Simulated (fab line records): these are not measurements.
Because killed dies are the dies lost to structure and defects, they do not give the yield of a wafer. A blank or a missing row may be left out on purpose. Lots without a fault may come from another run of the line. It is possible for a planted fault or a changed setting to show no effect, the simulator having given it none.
Matching of chambers | flow n5Finfet | cmp-04 running N5_ILD0_CMP_07: 4 sister chambers
The step polishes SiO2 flowable, stops on poly-Si, t overpolish 1.18 s, target thk 138.88 nm. 14 wafers are shown with their chamber, then 7 later ones without.

WAFERS PAIRED WITH THEIR CHAMBERS
wafer  | chamber | motorCurrentA (A) | padLifeWafers | headPressurePsi (psi)
L074.3 | 3       | 14.5              | 1075          | 4.145
L076.3 | 0       | 14.0              | 1279          | 4.147
L076.4 | 3       | 14.4              | 1278          | 4.167
L086.2 | 2       | 11.6              | 1563          | 4.147
L086.3 | 3       | 14.2              | 1560          | 4.144
L087.3 | 0       | 14.9              | 1610          | 4.160
L087.4 | 2       | 12.2              | 1608          | 4.162
L088.1 | 0       | 14.9              | 1656          | 4.157
L088.3 | 2       | 12.3              | 1658          | 4.162
L092.1 | 1       | 11.0              | 1903          | 4.157
L092.3 | 3       | 13.7              | 1905          | 4.147
L092.4 | 0       | 14.9              | 1902          | 4.153
L093.2 | 2       | 12.0              | 1976          | 4.140
L093.4 | 0       | 14.4              | 1974          | 4.124

SIGNATURES (means of the wafers above)
reading         | chamber 0 | chamber 1 | chamber 2 | chamber 3 | scatter within a chamber
motorCurrentA   | 14.620    | 11.000    | 12.025    | 14.200    | 0.365
padLifeWafers   | 1684.20   | 1903.00   | 1701.25   | 1454.50   | 282
headPressurePsi | 4.14820   | 4.15700   | 4.15275   | 4.15075   | 0.0125
Rule: distance of a wafer from a chamber = root of the sum over the readings of ((wafer's reading minus chamber's mean) / reading's scatter) squared. The wafer belongs to the nearest chamber; if the next one is less than 2 further off, it can't be placed. How the scatter is found: for the shown wafers, subtract from each reading the mean of its chamber, square and add these, divide the total by (wafers less chambers), then take the root.

WAFERS MISSING THEIR CHAMBER
wafer  | motorCurrentA (A) | padLifeWafers | headPressurePsi (psi)
L094.1 | 11.2              | 2040          | 4.150
L094.2 | 12.6              | 2041          | 4.143
L094.3 | 14.8              | 2043          | 4.156
L095.2 | 12.6              | 2126          | 4.152
L095.3 | 14.1              | 2124          | 4.135
L097.1 | 14.1              | 43            | 4.152
L097.3 | 11.0              | 45            | 4.155

WHICH CHAMBER EACH WENT THROUGH
wafer  | from the rows above     | in truth
L094.1 | can't be placed: 1 or 2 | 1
L094.2 | 2                       | 2
L094.3 | can't be placed: 0 or 3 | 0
L095.2 | 2                       | 2
L095.3 | can't be placed: 0 or 3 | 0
L097.1 | can't be placed: 3 or 0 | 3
L097.3 | can't be placed: 2 or 1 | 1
Placed correctly: 2 of 7. Unplaceable from these rows: 5, with the true chamber sitting among the candidates in 5. Placed wrongly: 0.
